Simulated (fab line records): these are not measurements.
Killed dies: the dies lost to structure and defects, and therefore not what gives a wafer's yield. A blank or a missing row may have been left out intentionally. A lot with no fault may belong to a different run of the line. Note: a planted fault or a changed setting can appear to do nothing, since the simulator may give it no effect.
One fault through the eyes of 3 desks	flow n5 finfet	every desk sees just its own numbers, and what lay behind them comes last

== AT THE METROLOGY DESK ==
Lot by lot, what the gauges showed, no matter which tool ran the lot: averages of those sampled wafers that carry a number. A lot is out of limits, marked OUT, if its mean lies more than 4 standard deviations from the usual mean; the brackets give that distance.
Columns: A = cd nm at N5_BEOL_M8_CD_MEAS_28, usual 40.06 nm; B = V7_OVL at N5_BEOL_M8_OVL_MEAS_29, usual 0.0 nm
lot	first seen here	A	B
L395	day 9 16:16	40.12	0.8
L404	day 11 19:40	40.18	-1.0
L407	day 12 07:50	40.08	0.2
L411	day 13 08:37	40.16	0.2
L415	day 14 15:07	40.07	0.5
L416	day 14 15:17	40.15	0.5
This desk found nothing out of limits on any of the 6 lots.

== THE DEFECT DESK ==
Lot by lot, what the route's inspections counted, given as the mean of those sampled wafers with a number. A lot is out of limits, marked OUT, if its mean lies more than 4 standard deviations from the usual mean; the brackets give that distance.
Columns: A = raw defect count at N5_BEOL_M8_INSPECT_30, usual 387
lot	first seen here	A
L395	day 9 16:20	306
L404	day 11 19:45	384
L407	day 12 07:55	362
L411	day 13 08:41	414
L415	day 14 15:12	274
L416	day 14 15:22	409
This desk found nothing out of limits on any of the 6 lots.

== FOR THE TOOL OWNER'S DESK: rie diel-01 ==
The tool's own readings at N5_BEOL_M8_VIA_ETCH_34 (etches SiCOH lowk in C4F6/O2, target depth 125.5 nm, time 50.5 s): means of the sampled wafers that have a number, for each lot that ran on this tool. A lot is out of limits, marked OUT, if its mean lies more than 4 standard deviations from the usual mean; the brackets give that distance.
Columns: A = drypump motor current A at N5_BEOL_M8_VIA_ETCH_34, usual 5.7 A; B = oes_f_703_au at N5_BEOL_M8_VIA_ETCH_34, usual 0.81 a.u.; C = oes product au at N5_BEOL_M8_VIA_ETCH_34, usual 0.82 a.u.; D = rf fwd power W at N5_BEOL_M8_VIA_ETCH_34, usual 341.7 W; E = rf vpp V at N5_BEOL_M8_VIA_ETCH_34, usual 673 V; F = showerhead plenum p Torr at N5_BEOL_M8_VIA_ETCH_34, usual 2.85 Torr; G = throttle valve pct at N5_BEOL_M8_VIA_ETCH_34, usual 20.79 %
lot	first seen here	A	B	C	D	E	F	G
L395	day 9 17:20	5.4	0.77	0.78	341.0	673	2.78	20.94
L404	day 11 19:58	5.3	0.89	0.84	368.5 (+19) OUT	648	2.80	20.70
L407	day 12 08:08	5.3	0.89	0.84	369.6 (+20) OUT	647	2.80	20.71
This desk finds L404, L407 out of limits, L404 being first, at day 11 19:58 (rf fwd power W at N5_BEOL_M8_VIA_ETCH_34). Within limits: L395.

== BROUGHT TOGETHER ==
The tool owner's desk had the chance to raise an alarm at day 11 19:58 on L404, L407.
The metrology desk saw nothing out of limits.
The defect desk saw nothing out of limits.
The metrology desk has L404, L407 on record, within its limits.
The defect desk has L404, L407 on record, within its limits.
The lots listed all ran N5_BEOL_M8_VIA_ETCH_34 on rie diel-01.

== WHAT THE SIMULATOR HAD PUT IN ==
rie diel-01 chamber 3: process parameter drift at N5_BEOL_M8_VIA_ETCH_34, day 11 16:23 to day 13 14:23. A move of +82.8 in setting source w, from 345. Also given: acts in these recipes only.
Shown lots that were struck: L404, L407.
Time in hours from fault onset to the first out-of-limits reading at each desk: the tool owner's desk, 4.
